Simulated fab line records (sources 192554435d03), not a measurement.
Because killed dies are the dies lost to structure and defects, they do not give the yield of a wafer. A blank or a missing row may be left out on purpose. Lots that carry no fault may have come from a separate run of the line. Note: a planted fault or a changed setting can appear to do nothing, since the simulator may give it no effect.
Split-lot trial	flow n5_finfet	on a route of 1938 steps: 7 lots, 21 wafers read

## ABOUT THE SPLIT
At N5_BEOL_M13_CMP_49 (polishes, stops on SiOC, t overpolish 17.1 s, target thk 420 nm), the setting down_force_psi was moved away from the recipe's 1 psi on 8 of the 21 wafers read, by -22.4% to +21.4%. All remaining wafers had this setting at the recipe value.

The reading comes from the split's own step.

## THE READING
barrier_field_endpoint_s, in s, at N5_BEOL_M13_CMP_49 (polishes, stops on SiOC, t overpolish 17.1 s, target thk 420 nm). Fault-free wafers of this fab line usually give 30.0 s, standard deviation 0.78 s.

wafer	tool, chamber at the split	down_force_psi as run, psi	against the recipe	barrier_field_endpoint_s, s	against lot-mates on the recipe
L080.2	cmp-04, 1	1.203	+20.3%	24.8	-4.4
L080.3	cmp-04, 3	1.203	+20.3%	24.6	-4.6
L080.6	cmp-04, 0	1	recipe	29.2	-
L086.3	cmp-01, 1	1	recipe	30.3	-
L086.2	cmp-01, 3	1	recipe	28.4	-
L086.5	cmp-01, 0	0.7756	-22.4%	37.9	+8.5
L084.1	cmp-01, 1	1	recipe	30.8	-
L084.4	cmp-01, 2	1	recipe	31.6	-
L084.5	cmp-01, 0	1.214	+21.4%	25.4	-5.8
L087.4	cmp-02, 1	1	recipe	30.8	-
L087.5	cmp-02, 1	1.062	+6.2%	28.0	-2.5
L087.6	cmp-02, 2	1	recipe	30.2	-
L088.4	cmp-04, 2	1	recipe	29.7	-
L088.1	cmp-04, 0	1	recipe	30.5	-
L088.5	cmp-04, 1	1.098	+9.8%	26.6	-3.5
L091.3	cmp-02, 0	1	recipe	29.9	-
L091.1	cmp-02, 1	1	recipe	29.6	-
L091.6	cmp-02, 1	1	recipe	29.5	-
L096.1	cmp-01, 2	1.205	+20.5%	24.9	-4.5
L096.5	cmp-01, 3	1.205	+20.5%	24.5	-4.9
L096.6	cmp-01, 0	1	recipe	29.4	-

FIT RESULTS
A straight line over all 21 wafers: barrier_field_endpoint_s changes by -0.279 s for each +1% of down_force_psi; r = -0.96; the points scatter about the line by 0.84 s.
The same after taking each lot's own level away (the mean of its wafers on the recipe; 21 wafers): -0.277 s for each +1%; r = -0.97; scatter 0.82 s.
The reading moves by 6.2 s for the largest change in down_force_psi, on that fit.
Measured against the standard deviation above, the lots' own levels, which go from 29.20 to 31.20 s, span 2.6 times it.
Hence the lot-to-lot level has little effect on the slope; both slopes agree.
Check: +5.26 s against its lot-mates is what the line predicts for one of the wafers moved furthest among these (-22.4%) when that wafer is left out of the fit. Against them it came out at +8.55 s.
Tool readings at the split's step, against how far the setting was moved: barrier_field_endpoint_s r = -0.96.

## OTHER SPLITS APPLIED TO THESE WAFERS
These wafers also went through other splits before the reading. Each is held against what the fit with the lots' levels taken away leaves over:
other split on the same wafers	wafers away from the commonest value	r with barrier_field_endpoint_s (lot level and that fit taken away)
N5_BEOL_M5_EXPOSE_25 dose_mj	8	-0.12
N5_BEOL_M7_ETCH_61 source_w	10	-0.25
N5_BEOL_M10_VIA_ETCH_34 bias_w	2	+0.12
N5_BEOL_M10_ETCH_41 source_w	3	+0.22
N5_BEOL_M11_EXPOSE_25 dose_mj	8	+0.03
N5_BEOL_M11_VIA_ETCH_34 time_s	6	-0.45

## THE FILE'S OWN FIT
barrier_field_endpoint_s changes by -0.288 s for each +1% of down_force_psi, r = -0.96.
